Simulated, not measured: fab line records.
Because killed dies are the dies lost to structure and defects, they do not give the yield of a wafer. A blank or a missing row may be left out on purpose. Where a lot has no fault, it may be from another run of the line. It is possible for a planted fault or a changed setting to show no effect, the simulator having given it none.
Chamber matching	flow nand harc	NHARC_A_STAIRCASE_TRIM_220 on rie diel-05 has 4 sister chambers
The step chemistry O2, time 211.2 s. 8 wafers are shown with their chamber, then 8 later ones without.

## WAFERS WITH THEIR CHAMBER
wafer	chamber	drypump motor current A (A)	showerhead plenum p Torr (Torr)
L076.3	3	5.78	3.42
L078.6	1	6.05	3.33
L077.4	0	5.43	3.45
L077.6	0	5.41	3.45
L082.2	2	6.11	3.49
L082.4	2	6.07	3.49
L082.6	3	5.76	3.41
L088.3	1	6.07	3.31

## WAFERS MISSING THEIR CHAMBER
wafer	drypump motor current A (A)	showerhead plenum p Torr (Torr)
L088.4	5.42	3.43
L088.6	5.43	3.43
L091.1	6.09	3.30
L091.2	6.12	3.47
L091.3	5.78	3.39
L095.2	6.09	3.46
L095.3	6.07	3.29
L095.6	5.77	3.38

## EACH ONE'S CHAMBER
wafer	from the rows above	in truth
L088.4	0	0
L088.6	0	0
L091.1	1	1
L091.2	2	2
L091.3	3	3
L095.2	2	2
L095.3	1	1
L095.6	3	3
8 of 8 placed correctly. Not placeable from these rows: 0. 0 placed wrongly.
How it was worked out, from the rows above alone: a wafer's distance from a chamber is the root of the sum, over the readings, of the square of ((its reading less the chamber's mean) divided by the reading's scatter). If the next closest chamber is less than 2 further off than the closest, the wafer can't be placed; otherwise it belongs to the closest. A chamber's mean is the mean of its shown wafers. How the scatter is found: for the shown wafers, subtract from each reading the mean of its chamber, square and add these, divide the total by (wafers less chambers), then take the root.
